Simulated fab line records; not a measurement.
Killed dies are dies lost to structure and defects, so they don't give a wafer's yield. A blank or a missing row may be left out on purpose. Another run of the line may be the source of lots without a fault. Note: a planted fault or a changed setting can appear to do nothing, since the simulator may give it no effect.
fab line records | flow n5-finfet
[record] lots = 24 wafers = 72 last-day = 17
route steps=1938 shown HKMG_FIN@400 GATE_CUT@465 MOL_CONTACT_COAG@535
lots that met no fault: taken from a fault-free run of the same line
start-h: start of the lot's first displayed wafer, in hours after the record's first day | wait-h: hours since the lot's step before | " the same as in the row above | L1.1+2: one row covering several wafers at once | - no value, or no start was given | * or withheld: withheld | < > ~ a bound
route shown NAME@n: NAME is a module with steps in the file, n the number in the route of the first one | usual: average and standard deviation across the fault-free wafers | same: alike in all rows | chamber/n: place in a boat | sites: the reading at each site | _std_site: how widely they spread, as a standard deviation | _edge_site: outer sites' mean less inner sites' | radius-mm: how far each site lies from the wafer's centre | mask NAME#n: copy n | behind: the tool/chamber that last shaped the wafer | hold: why the lot went on hold/how many hours it stayed there/how the hold came to an end | device: the transistor (n, p or np) that didn't switch | end of line: the tests these same wafers got at the end of their route | a step with no rows: only its recipe | killed: at the first sort, the dies lost to defects and structure; wafer yield is something else | map: a wafer's dies, x killed, . not, _ none there
set.NAME: setting as actually run; set.NAME@STEP: the setting as run at that earlier step | model.NAME: the simulator's own value behind a step, which no gauge read
one table for each step of the route and one row for each wafer, over a sample of lots
services: the hour from which a tool's chamber was out of use, counted from the record's first day as start-h (under 0 if before that day), plus the number of hours and why
[[steps]]
[step N5_HKMG_FIN_INSPECT_61]
[recipe] mode = adi inspect-instrument = macro
[usual] raw-defect-count = 2.1/1.5
// columns lot.wafer tool chamber start-h wait-h raw-defect-count
L074.3 defect-inspect-02 - 72.06 0.0 2
L074.4 " - " " 1
L074.5 " - " " 0
L075.1 defect-inspect-02 - 82.32 0.0 4
L075.2 " - " " 4
L075.3 " - " " 1
L076.2 defect-inspect-02 - 84.29 0.0 1
L076.3 " - " " 2
L076.6 " - " " 1
L077.1 defect-inspect-01 - 94.49 0.0 3
L077.3 " - " " 2
L077.6 " - " " 3
L078.1 defect-inspect-02 - 95.50 0.0 1
L078.5 " - " " 2
L078.6 " - " " 2
L079.3 defect-inspect-01 - 103.23 0.0 1
L079.4 " - " " 3
L079.5 " - " " 2
L080.2 defect-inspect-01 - 107.18 0.0 2
L080.4 " - " " 1
L080.6 " - " " 4
L081.2 defect-inspect-02 - 113.29 0.0 2
L081.3 " - " " 1
L081.4 " - " " 1
L082.2 defect-inspect-02 - 122.15 0.0 2
L082.3 " - " " 3
L082.6 " - " " 2
L083.1 defect-inspect-01 - 126.85 0.0 2
L083.4 " - " " 2
L083.5 " - " " 1
L084.1 defect-inspect-02 - 135.03 0.0 1
L084.3 " - " " 2
L084.6 " - " " 2
L085.2 defect-inspect-02 - 138.39 0.0 1
L085.3 " - " " 3
L085.6 " - " " 1
L086.1 defect-inspect-02 - 146.69 0.0 1
L086.3 " - " " 0
L086.4 " - " " 3
L087.1 defect-inspect-02 - 153.02 0.0 1
L087.2 " - " " 1
L087.3 " - " " 5
L088.1 defect-inspect-01 - 156.31 0.0 1
L088.4 " - " " 1
L088.5 " - " " 3
L089.2 defect-inspect-02 - 164.63 0.0 3
L089.5 " - " " 2
L089.6 " - " " 2
L090.2 defect-inspect-01 - 166.24 0.0 4
L090.3 " - " " 6
L090.5 " - " " 2
L091.1 defect-inspect-01 - 173.52 0.0 4
L091.3 " - " " 1
L091.5 " - " " 4
L092.2 defect-inspect-02 - 182.01 0.0 4
L092.4 " - " " 0
L092.5 " - " " 2
L093.3 defect-inspect-02 - 185.82 0.0 3
L093.5 " - " " 2
L093.6 " - " " 9
L094.2 defect-inspect-01 - 191.62 0.0 2
L094.4 " - " " 6
L094.6 " - " " 2
L095.1 defect-inspect-01 - 198.16 0.0 1
L095.2 " - " " 0
L095.4 " - " " 0
L096.1 defect-inspect-02 - 204.84 0.0 3
L096.5 " - " " 2
L096.6 " - " " 2
L097.2 defect-inspect-02 - 210.24 0.0 2
L097.5 " - " " 1
L097.6 " - " " 2
[step N5_GATE_CUT_ETCHBACK_00]
[recipe] chemistry = SF6/Cl2 target = W pressure-mtorr = 8 icp-w = 900 bias-w = 80 SF6_flow_sccm = 40 Cl2_flow_sccm = 60
[usual] drypump-motor-current-A = 5.7/0.42 oes-product-au = 0.81/0.13 throttle-valve-pct = 27.7/0.31
// columns lot.wafer tool chamber start-h wait-h drypump-motor-current-A oes-product-au rf-hours-counter-h throttle-valve-pct
L074.3 rie-metal-02 0 80.26 0.1 5.6 0.59 - 27.9
L074.4 " 1 " " 4.7 0.67 - 28.0
L074.5 " 0 " " 5.6 0.59 - 27.9
L075.1 rie-metal-01 1 90.17 0.0 5.8 0.91 8 27.6
L075.2 " 0 " " 5.6 0.58 134 27.6
L075.3 " 0 " " 5.6 0.58 - 27.6
L076.2 rie-metal-01 0 92.51 0.0 5.6 0.59 134 27.6
L076.3 " 1 " " 5.9 0.91 - 27.6
L076.6 " 1 " " 5.9 0.91 - 27.6
L077.1 rie-metal-03 0 102.98 0.0 6.0 0.73 74 28.0
L077.3 " 1 " " 6.0 1.00 - 27.2
L077.6 " 0 " " 6.1 0.73 - 28.0
L078.1 rie-metal-03 0 103.93 0.0 6.1 0.72 75 28.0
L078.5 " 0 " " 6.1 0.72 - 28.0
L078.6 " 1 " " 6.0 0.99 - 27.2
L079.3 rie-metal-02 1 111.59 0.1 4.7 0.66 - 28.1
L079.4 " 1 " " 4.7 0.66 - 28.1
L079.5 " 1 " " 4.7 0.67 - 28.1
L080.2 rie-metal-03 0 115.11 0.0 6.0 0.72 76 28.0
L080.4 " 0 " " 6.0 0.73 - 28.0
L080.6 " 0 " " 6.0 0.72 - 28.0
L081.2 rie-metal-02 0 121.52 0.0 5.6 0.95 1 27.7
L081.3 " 1 " " 4.7 0.67 - 28.1
L081.4 " 0 " " 5.5 0.96 - 27.8
L082.2 rie-metal-03 1 130.31 0.0 6.0 0.98 4 27.2
L082.3 " 1 " " 6.0 0.97 - 27.2
L082.6 " 1 " " 6.0 0.97 - 27.2
L083.1 rie-metal-01 1 134.95 0.0 5.9 0.90 12 27.6
L083.4 " 1 " " 5.9 0.89 - 27.6
L083.5 " 0 " " 5.6 0.58 - 27.6
L084.1 rie-metal-03 0 144.48 0.0 6.0 0.72 78 28.0
L084.3 " 1 " " 6.0 0.95 - 27.2
L084.6 " 1 " " 6.0 0.95 - 27.2
L085.2 rie-metal-03 0 146.30 0.0 6.0 0.71 78 28.0
L085.3 " 1 " " 6.0 0.96 - 27.2
L085.6 " 1 " " 6.0 0.96 - 27.2
L086.1 rie-metal-03 0 155.25 0.0 6.1 0.72 79 28.0
L086.3 " 0 " " 6.0 0.72 - 28.0
L086.4 " 1 " " 6.0 0.95 - 27.3
L087.1 rie-metal-01 1 161.57 0.0 5.9 0.87 15 27.6
L087.2 " 1 " " 5.9 0.85 - 27.6
L087.3 " 1 " " 5.9 0.87 - 27.6
L088.1 rie-metal-02 1 164.39 0.0 4.7 0.66 99 28.1
L088.4 " 0 " " 5.6 0.92 - 27.8
L088.5 " 0 " " 5.6 0.91 - 27.8
L089.2 rie-metal-03 1 172.46 0.0 6.0 0.94 8 27.2
L089.5 " 1 " " 6.0 0.94 - 27.2
L089.6 " 0 " " 6.0 0.71 - 28.0
L090.2 rie-metal-03 1 174.09 0.0 6.0 0.93 9 27.3
L090.3 " 1 " " 6.0 0.94 - 27.3
L090.5 " 0 " " 6.0 0.71 - 28.0
L091.1 rie-metal-01 1 182.24 0.0 5.9 0.86 17 27.6
L091.3 " 0 " " 5.6 0.98 - 27.4
L091.5 " 0 " " 5.6 0.98 - 27.5
L092.2 rie-metal-03 0 193.54 0.0 6.0 0.70 83 28.0
L092.4 " 0 " " 6.0 0.70 - 28.0
L092.5 " 0 " " 6.0 0.70 - 28.0
L093.3 rie-metal-01 0 194.50 0.1 5.6 0.96 - 27.5
L093.5 " 0 " " 5.6 0.96 - 27.5
L093.6 " 1 " " 5.9 0.85 - 27.6
L094.2 rie-metal-03 1 199.53 0.0 6.0 0.91 11 27.3
L094.4 " 0 " " 6.0 0.71 - 28.0
L094.6 " 1 " " 6.0 0.92 - 27.2
L095.1 rie-metal-01 1 206.57 0.0 5.9 0.85 20 27.6
L095.2 " 0 " " 5.6 0.94 4 27.5
L095.4 " 1 " " 5.9 0.85 - 27.6
L096.1 rie-metal-03 1 212.84 0.0 6.0 0.92 12 27.3
L096.5 " 0 " " 6.0 0.71 - 28.0
L096.6 " 1 " " 6.0 0.92 - 27.2
L097.2 rie-metal-02 1 218.01 0.0 4.7 0.65 102 28.1
L097.5 " 0 " " 5.6 0.89 - 27.8
L097.6 " 1 " " 4.7 0.65 - 28.1
[step N5_GATE_CUT_ETCH_47]
[recipe] chemistry = Cl2/BCl3 target = SiO2 target-depth-a = 100 pressure-mtorr = 10 icp-w = 1000 bias-w = 126 Cl2_flow_sccm = 53.25 bcl3-flow-sccm = 21.75 Ar_flow_sccm = 25
[usual] drypump-motor-current-A = 5.5/0.48 oes-product-au = 0.79/0.14 throttle-valve-pct = 23.02/0.22
// columns lot.wafer tool chamber start-h wait-h drypump-motor-current-A oes-product-au rf-hours-counter-h throttle-valve-pct
L074.3 rie-metal-02 0 84.52 0.0 5.6 0.59 - 23.13
L074.4 " 1 " " 4.7 0.67 - 23.30
L074.5 " 0 " " 5.6 0.59 - 23.11
L075.1 rie-metal-03 1 94.43 0.0 6.0 1.01 1 22.66
L075.2 " 0 " " 6.0 0.73 74 23.11
L075.3 " 1 " " 6.0 1.01 - 22.67
L076.2 rie-metal-01 1 96.76 0.0 5.9 0.90 9 22.85
L076.3 " 1 " " 5.8 0.91 - 22.85
L076.6 " 1 " " 5.8 0.90 - 22.86
L077.1 rie-metal-01 1 107.43 0.0 5.9 0.91 10 22.86
L077.3 " 0 " " 5.6 0.58 - 23.19
L077.6 " 0 " " 5.6 0.58 - 23.17
L078.1 rie-metal-03 1 108.15 0.0 6.0 0.99 2 22.66
L078.5 " 1 " " 6.0 1.00 - 22.66
L078.6 " 0 " " 6.0 0.72 - 23.14
L079.3 rie-metal-02 1 116.31 0.1 4.7 0.67 - 23.31
L079.4 " 1 " " 4.7 0.68 - 23.30
L079.5 " 1 " " 4.7 0.67 - 23.32
L080.2 rie-metal-01 0 119.56 0.0 5.6 0.58 137 23.18
L080.4 " 1 " " 5.9 0.90 - 22.87
L080.6 " 1 " " 5.9 0.89 - 22.84
L081.2 rie-metal-03 0 126.05 0.0 6.0 0.72 76 23.14
L081.3 " 1 " " 6.0 0.98 - 22.67
L081.4 " 0 " " 6.0 0.72 - 23.16
L082.2 rie-metal-02 0 135.63 0.0 5.6 0.93 2 22.87
L082.3 " 1 " " 4.7 0.66 - 23.32
L082.6 " 0 " " 5.6 0.93 - 22.88
L083.1 rie-metal-01 0 139.16 0.0 5.6 0.57 138 23.18
L083.4 " 1 " " 5.8 0.88 - 22.85
L083.5 " 1 " " 5.8 0.89 - 22.88
L084.1 rie-metal-02 0 148.82 0.0 5.6 0.94 3 22.88
L084.3 " 1 " " 4.7 0.67 - 23.33
L084.6 " 1 " " 4.7 0.67 - 23.32
L085.2 rie-metal-02 1 150.80 0.0 4.7 0.66 98 23.33
L085.3 " 1 " " 4.7 0.66 - 23.32
L085.6 " 1 " " 4.7 0.65 - 23.30
L086.1 rie-metal-01 1 159.47 0.0 5.9 0.87 15 22.87
L086.3 " 0 " " 5.6 0.58 - 23.20
L086.4 " 1 " " 5.9 0.87 - 22.86
L087.1 rie-metal-03 1 166.27 0.0 6.0 0.95 7 22.69
L087.2 " 0 " " 6.0 0.71 80 23.16
L087.3 " 1 " " 6.0 0.93 - 22.67
L088.1 rie-metal-02 0 168.60 0.0 5.6 0.91 5 22.90
L088.4 " 1 " " 4.7 0.66 - 23.31
L088.5 " 1 " " 4.7 0.66 - 23.33
L089.2 rie-metal-03 0 176.79 0.0 6.0 0.71 82 23.14
L089.5 " 1 " " 6.0 0.92 - 22.69
L089.6 " 0 " " 6.0 0.71 - 23.16
L090.2 rie-metal-01 0 178.49 0.0 5.6 0.98 1 22.91
L090.3 " 0 " " 5.6 0.98 - 22.93
L090.5 " 1 " " 5.8 0.86 - 22.88
L091.1 rie-metal-02 0 186.46 0.0 5.6 0.91 6 22.89
L091.3 " 1 " " 4.7 0.66 - 23.32
L091.5 " 0 " " 5.5 0.91 - 22.89
L092.2 rie-metal-02 1 197.77 0.0 4.7 0.66 101 23.32
L092.4 " 1 " " 4.7 0.65 - 23.33
L092.5 " 1 " " 4.7 0.66 - 23.33
L093.3 rie-metal-02 1 198.72 0.0 4.7 0.65 - 23.32
L093.5 " 0 " " 5.6 0.89 - 22.89
L093.6 " 1 " " 4.7 0.65 - 23.32
L094.2 rie-metal-01 0 203.90 0.0 5.6 0.95 4 22.94
L094.4 " 1 " " 5.8 0.85 - 22.89
L094.6 " 1 " " 5.9 0.85 - 22.87
L095.1 rie-metal-02 1 213.12 0.0 4.7 0.65 102 23.32
L095.2 " 0 " " 5.6 0.89 8 22.89
L095.4 " 0 " " 5.6 0.89 - 22.90
L096.1 rie-metal-03 0 218.15 0.0 6.0 0.71 85 23.16
L096.5 " 0 " " 6.0 0.71 - 23.14
L096.6 " 1 " " 6.0 0.92 - 22.68
L097.2 rie-metal-01 1 222.74 0.0 5.9 0.85 22 22.88
L097.5 " 0 " " 5.6 0.93 - 22.95
L097.6 " 1 " " 5.9 0.83 - 22.88
[step N5_MOL_CONTACT_COAG_CONTACT_ETCH_14]
[recipe] chemistry = C4F6/O2 target = SiO2 target-depth-a = 275 overetch-a = 85 mask-material = SOC pressure-mtorr = 30 source-w = 370 bias-w = 185 Ar_flow_sccm = 300 C4F6_flow_sccm = 16 O2_flow_sccm = 10 time-s = 20 ion-energy-ev = 259.6
[usual] drypump-motor-current-A = 5.58/0.28 oes-product-au = 0.67/0.069 rf-vpp-V = 691.3/2.7 showerhead-plenum-p-Torr = 2.83/0.079 throttle-valve-pct = 21.28/0.27
// columns lot.wafer tool chamber start-h wait-h drypump-motor-current-A oes-product-au rf-hours-counter-h rf-vpp-V showerhead-plenum-p-Torr throttle-valve-pct
L074.3 rie-diel-03 0 88.05 0.0 5.10 0.60 205 694.5 2.98 21.18
L074.4 " 2 " " 5.72 0.82 13 693.9 2.94 21.04
L074.5 " 3 " " 5.92 0.65 - 692.8 2.87 21.06
L075.1 rie-diel-06 2 99.36 0.0 5.54 0.75 48 694.5 2.93 21.22
L075.2 " 3 " " 5.93 0.62 191 688.9 2.74 21.37
L075.3 " 1 " " 5.43 0.81 8 695.7 2.95 21.11
L076.2 rie-diel-02 1 100.39 0.0 5.26 0.67 100 688.7 2.82 21.90
L076.3 " 0 " " 5.70 0.64 182 688.1 2.74 21.34
L076.6 " 3 " " 5.75 0.59 - 689.9 2.84 21.52
L077.1 rie-diel-06 3 111.10 0.0 5.93 0.61 196 686.7 2.74 21.38
L077.3 " 1 " " 5.41 0.81 12 695.3 2.94 21.15
L077.6 " 3 " " 5.94 0.62 - 687.8 2.74 21.38
L078.1 rie-diel-03 2 112.06 0.0 5.70 0.80 21 695.8 2.94 21.07
L078.5 " 1 " " 5.23 0.71 - 689.5 2.77 20.99
L078.6 " 0 " " 5.08 0.60 - 695.9 2.98 21.18
L079.3 rie-diel-02 0 121.44 0.0 5.71 0.64 191 688.2 2.73 21.35
L079.4 " 2 " " 5.72 0.62 - 691.3 2.83 21.30
L079.5 " 1 " " 5.22 0.66 - 689.9 2.82 21.92
L080.2 rie-diel-02 1 123.00 0.0 5.24 0.67 107 690.6 2.82 21.90
L080.4 " 0 " " 5.70 0.63 - 688.3 2.73 21.35
L080.6 " 2 " " 5.68 0.62 - 693.9 2.83 21.32
L081.2 rie-diel-02 0 129.48 0.0 5.70 0.63 195 686.7 2.73 21.39
L081.3 " 1 " " 5.21 0.66 111 688.9 2.82 21.89
L081.4 " 1 " " 5.21 0.66 - 689.1 2.82 21.90
L082.2 rie-diel-06 3 139.06 0.0 5.93 0.60 206 688.3 2.73 21.38
L082.3 " 2 " " 5.56 0.74 62 695.1 2.93 21.24
L082.6 " 2 " " 5.55 0.73 - 694.4 2.93 21.23
L083.1 rie-diel-02 1 142.62 0.0 5.21 0.66 117 690.0 2.82 21.90
L083.4 " 1 " " 5.22 0.65 - 690.0 2.82 21.92
L083.5 " 0 " " 5.71 0.62 - 688.9 2.73 21.38
L084.1 rie-diel-02 0 152.49 0.0 5.68 0.63 203 687.7 2.73 21.38
L084.3 " 2 " " 5.71 0.61 205 690.6 2.82 21.33
L084.6 " 1 " " 5.17 0.65 - 688.8 2.81 21.93
L085.2 rie-diel-02 1 154.56 0.0 5.21 0.65 123 689.0 2.81 21.92
L085.3 " 2 " " 5.69 0.61 206 693.6 2.82 21.34
L085.6 " 3 " " 5.75 0.82 - 690.0 2.83 21.17
L086.1 rie-diel-03 2 163.02 0.0 5.71 0.77 39 695.2 2.93 21.06
L086.3 " 1 " " 5.22 0.69 106 689.9 2.76 21.02
L086.4 " 0 " " 5.09 0.59 231 695.0 2.97 21.21
L087.1 rie-diel-03 2 169.70 0.0 5.70 0.77 40 692.7 2.93 21.08
L087.2 " 1 " " 5.22 0.70 107 689.4 2.76 21.01
L087.3 " 3 " " 5.87 0.63 161 691.7 2.85 21.09
L088.1 rie-diel-06 0 172.15 0.0 6.01 0.75 36 690.0 2.78 20.87
L088.4 " 3 " " 5.92 0.60 217 687.6 2.73 21.41
L088.5 " 2 " " 5.56 0.72 - 691.6 2.92 21.25
L089.2 rie-diel-03 0 182.17 0.0 5.08 0.59 239 696.2 2.97 21.19
L089.5 " 3 " " 5.91 0.63 - 692.6 2.85 21.11
L089.6 " 0 " " 5.07 0.59 - 694.8 2.97 21.22
L090.2 rie-diel-02 3 183.61 0.0 5.76 0.78 13 690.7 2.83 21.19
L090.3 " 0 " " 5.70 0.62 216 687.0 2.72 21.40
L090.5 " 1 " " 5.21 0.64 - 688.7 2.81 21.95
L091.1 rie-diel-02 2 190.64 0.0 5.73 0.60 221 689.8 2.81 21.34
L091.3 " 1 " " 5.21 0.64 138 688.7 2.81 21.94
L091.5 " 0 " " 5.69 0.62 - 687.9 2.72 21.39
L092.2 rie-diel-06 1 201.47 0.0 5.41 0.74 41 694.1 2.93 21.19
L092.4 " 3 " " 5.93 0.60 222 685.9 2.73 21.40
L092.5 " 0 " " 5.99 0.74 - 691.9 2.78 20.85
L093.3 rie-diel-03 2 202.82 0.0 5.74 0.74 55 694.5 2.92 21.13
L093.5 " 3 " " 5.88 0.63 - 693.4 2.85 21.11
L093.6 " 0 " " 5.12 0.58 - 694.1 2.96 21.24
L094.2 rie-diel-02 0 207.66 0.0 5.70 0.61 224 687.2 2.72 21.42
L094.4 " 0 " " 5.70 0.61 - 687.1 2.72 21.41
L094.6 " 2 " " 5.68 0.59 - 690.9 2.81 21.34
L095.1 rie-diel-03 1 217.11 0.0 5.21 0.68 129 688.4 2.75 21.07
L095.2 " 2 " " 5.67 0.75 61 694.2 2.92 21.11
L095.4 " 2 " " 5.69 0.74 - 694.0 2.92 21.11
L096.1 rie-diel-03 3 221.70 0.0 5.92 0.62 183 692.1 2.84 21.12
L096.5 " 1 " " 5.23 0.67 - 689.0 2.75 21.05
L096.6 " 2 " " 5.70 0.73 - 693.9 2.92 21.13
L097.2 rie-diel-06 1 226.43 0.0 5.42 0.74 49 692.7 2.93 21.20
L097.5 " 1 " " 5.42 0.74 - 694.8 2.93 21.20
L097.6 " 0 " " 6.01 0.73 - 691.7 2.77 20.89
[step N5_MOL_CONTACT_COAG_ETCH_110]
[recipe] chemistry = CF4/O2 target = Si target-depth-a = 25 time-s = 8 pressure-mtorr = 100 source-w = 200 bias-w = 12 ion-energy-ev = 60 Ar_flow_sccm = 100 cf4-flow-sccm = 100 O2_flow_sccm = 10
[usual] cf4-flow-sccm = 100.0/0.32 drypump-motor-current-A = 5.58/0.28 oes-product-au = 0.78/0.084 rf-vpp-V = 127/4.5 showerhead-plenum-p-Torr = 2.19/0.057 throttle-valve-pct = 10.78/0.25
// columns lot.wafer tool chamber start-h wait-h cf4-flow-sccm drypump-motor-current-A oes-product-au rf-hours-counter-h rf-vpp-V showerhead-plenum-p-Torr throttle-valve-pct
L074.3 rie-diel-03 0 88.15 0.0 100.1 5.11 0.71 205 130 2.30 10.79
L074.4 " 2 " " 99.6 5.72 0.92 13 134 2.28 10.39
L074.5 " 3 " " 100.2 5.95 0.75 - 126 2.21 10.61
L075.1 rie-diel-06 2 99.46 0.0 100.2 5.54 0.91 48 124 2.27 10.50
L075.2 " 3 " " 99.9 5.94 0.71 191 123 2.13 11.01
L075.3 " 1 " " 100.1 5.41 0.98 8 126 2.27 10.40
L076.2 rie-diel-02 1 100.49 0.0 99.9 5.24 0.77 100 133 2.17 10.99
L076.3 " 0 " " 100.3 5.68 0.73 182 121 2.13 10.96
L076.6 " 3 " " 100.1 5.78 0.69 - 130 2.19 11.09
L077.1 rie-diel-06 3 111.19 0.0 99.8 5.93 0.70 196 123 2.12 11.02
L077.3 " 1 " " 99.9 5.44 0.95 12 126 2.27 10.42
L077.6 " 3 " " 99.8 5.93 0.71 - 122 2.12 11.04
L078.1 rie-diel-03 2 112.16 0.0 99.8 5.70 0.91 21 134 2.28 10.41
L078.5 " 1 " " 100.4 5.23 0.82 - 130 2.15 10.58
L078.6 " 0 " " 99.8 5.09 0.71 - 129 2.29 10.83
L079.3 rie-diel-02 0 121.53 0.0 99.4 5.72 0.73 191 120 2.12 11.00
L079.4 " 2 " " 100.1 5.71 0.73 - 124 2.20 10.96
L079.5 " 1 " " 100.6 5.19 0.78 - 133 2.16 11.04
L080.2 rie-diel-02 1 123.10 0.0 100.3 5.22 0.78 107 131 2.16 11.04
L080.4 " 0 " " 99.8 5.68 0.73 - 120 2.13 11.00
L080.6 " 2 " " 100.0 5.68 0.73 - 125 2.20 10.95
L081.2 rie-diel-02 0 129.57 0.0 100.0 5.68 0.73 195 120 2.12 11.00
L081.3 " 1 " " 99.9 5.25 0.78 111 132 2.16 11.05
L081.4 " 1 " " 99.5 5.24 0.78 - 132 2.16 11.04
L082.2 rie-diel-06 3 139.15 0.0 99.3 5.91 0.71 206 124 2.12 11.06
L082.3 " 2 " " 100.1 5.52 0.87 62 125 2.26 10.55
L082.6 " 2 " " 99.6 5.55 0.88 - 124 2.26 10.54
L083.1 rie-diel-02 1 142.72 0.0 100.0 5.18 0.77 117 135 2.16 11.04
L083.4 " 1 " " 100.0 5.19 0.77 - 133 2.16 11.05
L083.5 " 0 " " 100.1 5.68 0.73 - 120 2.12 11.02
L084.1 rie-diel-02 0 152.58 0.0 100.3 5.69 0.73 203 120 2.12 11.03
L084.3 " 2 " " 100.1 5.70 0.71 205 124 2.20 11.00
L084.6 " 1 " " 100.0 5.25 0.77 - 131 2.16 11.08
L085.2 rie-diel-02 1 154.65 0.0 99.8 5.22 0.77 123 132 2.16 11.06
L085.3 " 2 " " 99.4 5.67 0.72 206 124 2.20 11.01
L085.6 " 3 " " 100.2 5.76 0.98 - 131 2.19 10.41
L086.1 rie-diel-03 2 163.12 0.0 99.9 5.72 0.88 39 135 2.27 10.46
L086.3 " 1 " " 99.7 5.22 0.79 106 131 2.15 10.64
L086.4 " 0 " " 99.4 5.11 0.70 231 130 2.29 10.88
L087.1 rie-diel-03 2 169.79 0.0 99.7 5.72 0.89 40 135 2.27 10.49
L087.2 " 1 " " 100.1 5.23 0.79 107 130 2.15 10.63
L087.3 " 3 " " 100.3 5.87 0.72 161 126 2.20 10.70
L088.1 rie-diel-06 0 172.25 0.0 100.1 6.02 0.85 36 127 2.16 10.39
L088.4 " 3 " " 100.0 5.91 0.69 217 122 2.12 11.09
L088.5 " 2 " " 99.7 5.54 0.87 - 124 2.26 10.58
L089.2 rie-diel-03 0 182.26 0.0 99.4 5.09 0.70 239 127 2.29 10.89
L089.5 " 3 " " 100.0 5.91 0.71 - 125 2.20 10.72
L089.6 " 0 " " 99.6 5.08 0.70 - 131 2.29 10.89
L090.2 rie-diel-02 3 183.71 0.0 99.7 5.73 0.94 13 130 2.18 10.43
L090.3 " 0 " " 100.2 5.68 0.70 216 119 2.12 11.09
L090.5 " 1 " " 99.5 5.22 0.75 - 131 2.15 11.11
L091.1 rie-diel-02 2 190.74 0.0 99.6 5.70 0.70 221 124 2.19 11.03
L091.3 " 1 " " 99.8 5.23 0.75 138 132 2.15 11.11
L091.5 " 0 " " 100.1 5.67 0.70 - 120 2.12 11.07
L092.2 rie-diel-06 1 201.57 0.0 100.6 5.39 0.90 41 127 2.26 10.53
L092.4 " 3 " " 100.1 5.91 0.69 222 122 2.12 11.10
L092.5 " 0 " " 100.3 6.06 0.84 - 128 2.16 10.44
L093.3 rie-diel-03 2 202.91 0.0 100.1 5.69 0.85 55 135 2.27 10.52
L093.5 " 3 " " 100.3 5.91 0.71 - 125 2.20 10.75
L093.6 " 0 " " 100.2 5.08 0.70 - 130 2.28 10.91
L094.2 rie-diel-02 0 207.75 0.0 100.5 5.67 0.69 224 120 2.11 11.09
L094.4 " 0 " " 100.2 5.67 0.70 - 119 2.11 11.08
L094.6 " 2 " " 99.9 5.71 0.71 - 124 2.19 11.07
L095.1 rie-diel-03 1 217.20 0.0 100.3 5.23 0.78 129 130 2.14 10.69
L095.2 " 2 " " 99.5 5.70 0.85 61 134 2.26 10.52
L095.4 " 2 " " 100.1 5.72 0.85 - 134 2.26 10.55
L096.1 rie-diel-03 3 221.80 0.0 100.4 5.96 0.71 183 125 2.19 10.76
L096.5 " 1 " " 99.7 5.22 0.78 - 131 2.14 10.69
L096.6 " 2 " " 100.1 5.70 0.85 - 136 2.26 10.55
L097.2 rie-diel-06 1 226.52 0.0 99.4 5.41 0.88 49 125 2.25 10.54
L097.5 " 1 " " 99.0 5.42 0.88 - 126 2.26 10.53
L097.6 " 0 " " 100.4 6.02 0.84 - 125 2.16 10.45
[step N5_MOL_CONTACT_COAG_CD_MEAS_99]
[recipe] target-cd-nm = 17.2 polarity = opening
[usual] cd-nm = 17.4/0.51
// columns lot.wafer tool chamber start-h wait-h cd-nm
L074.3 cd-sem-01 - 88.27 - 17.5
L074.4 " - " " 17.2
L074.5 " - " " 17.4
L075.1 cd-sem-02 - 99.57 - 17.1
L075.2 " - " " 17.3
L075.3 " - " " 17.4
L076.2 cd-sem-02 - 100.61 - 17.3
L076.3 " - " " 17.7
L076.6 " - " " 17.2
L077.1 cd-sem-03 - 111.31 - 16.8
L077.3 " - " " 16.8
L077.6 " - " " 17.1
L078.1 cd-sem-02 - 112.28 - 18.0
L078.5 " - " " 17.9
L078.6 " - " " 17.6
L079.3 cd-sem-01 - 121.66 - 18.3
L079.4 " - " " 17.6
L079.5 " - " " 16.8
L080.2 cd-sem-03 - 123.22 - 16.7
L080.4 " - " " 17.6
L080.6 " - " " 17.6
L081.2 cd-sem-03 - 129.69 - 17.8
L081.3 " - " " 17.8
L081.4 " - " " 16.9
L082.2 cd-sem-03 - 139.27 - 17.4
L082.3 " - " " 17.3
L082.6 " - " " 17.2
L083.1 cd-sem-01 - 142.83 - 16.9
L083.4 " - " " 16.7
L083.5 " - " " 17.0
L084.1 cd-sem-03 - 152.70 - 18.0
L084.3 " - " " 17.6
L084.6 " - " " 16.8
L085.2 cd-sem-02 - 154.77 - 17.3
L085.3 " - " " 17.6
L085.6 " - " " 17.2
L086.1 cd-sem-01 - 163.24 - 16.5
L086.3 " - " " 16.6
L086.4 " - " " 17.2
L087.1 cd-sem-01 - 169.91 - 17.5
L087.2 " - " " 17.2
L087.3 " - " " 16.9
L088.1 cd-sem-03 - 172.36 - 17.5
L088.4 " - " " 17.9
L088.5 " - " " 17.9
L089.2 cd-sem-02 - 182.38 - 17.7
L089.5 " - " " 16.6
L089.6 " - " " 17.3
L090.2 cd-sem-01 - 183.83 - 17.1
L090.3 " - " " 18.5
L090.5 " - " " 18.2
L091.1 cd-sem-02 - 190.86 - 18.1
L091.3 " - " " 17.8
L091.5 " - " " 18.3
L092.2 cd-sem-01 - 201.69 - 17.5
L092.4 " - " " 17.2
L092.5 " - " " 17.0
L093.3 cd-sem-02 - 203.04 - 17.5
L093.5 " - " " 17.1
L093.6 " - " " 17.4
L094.2 cd-sem-02 - 207.87 - 18.5
L094.4 " - " " 18.1
L094.6 " - " " 18.1
L095.1 cd-sem-02 - 217.32 - 17.4
L095.2 " - " " 17.1
L095.4 " - " " 17.0
L096.1 cd-sem-01 - 221.92 - 16.7
L096.5 " - " " 17.6
L096.6 " - " " 17.3
L097.2 cd-sem-03 - 226.64 - 17.0
L097.5 " - " " 17.2
L097.6 " - " " 17.3
[[services]]
// columns tool chamber start-h hours kind
rie-diel-03 - 61.54 5.7 repair
rie-metal-03 1 64.25 - clean
rie-metal-03 1 64.25 21.0 scheduled-down
rie-metal-03 1 64.25 21.0 vent-cycle
rie-diel-02 0 68.45 6.2 repair
rie-metal-03 0 78.39 6.7 repair
rie-diel-02 - 91.15 2.8 pm
rie-diel-06 0 91.22 16.7 repair
rie-metal-02 0 101.59 - clean
rie-diel-02 1 112.26 2.7 repair
rie-diel-02 3 116.22 - clean
rie-diel-02 3 116.22 - consumable-replace:focus-ring
rie-diel-02 3 116.22 31.6 scheduled-down
rie-diel-02 3 116.22 31.6 vent-cycle
rie-diel-06 3 143.16 8.3 repair
rie-metal-03 - 149.00 0.4 repair
rie-diel-06 - 174.34 14.6 pm
rie-diel-02 - 198.01 0.6 repair
rie-diel-02 1 204.08 6.8 repair
rie-diel-03 0 211.06 - clean
rie-diel-03 0 211.06 - consumable-replace:focus-ring
rie-diel-03 0 211.06 26.7 scheduled-down
rie-diel-03 0 211.06 26.7 vent-cycle
rie-diel-02 - 223.96 2.3 repair
[[key]]
fault none
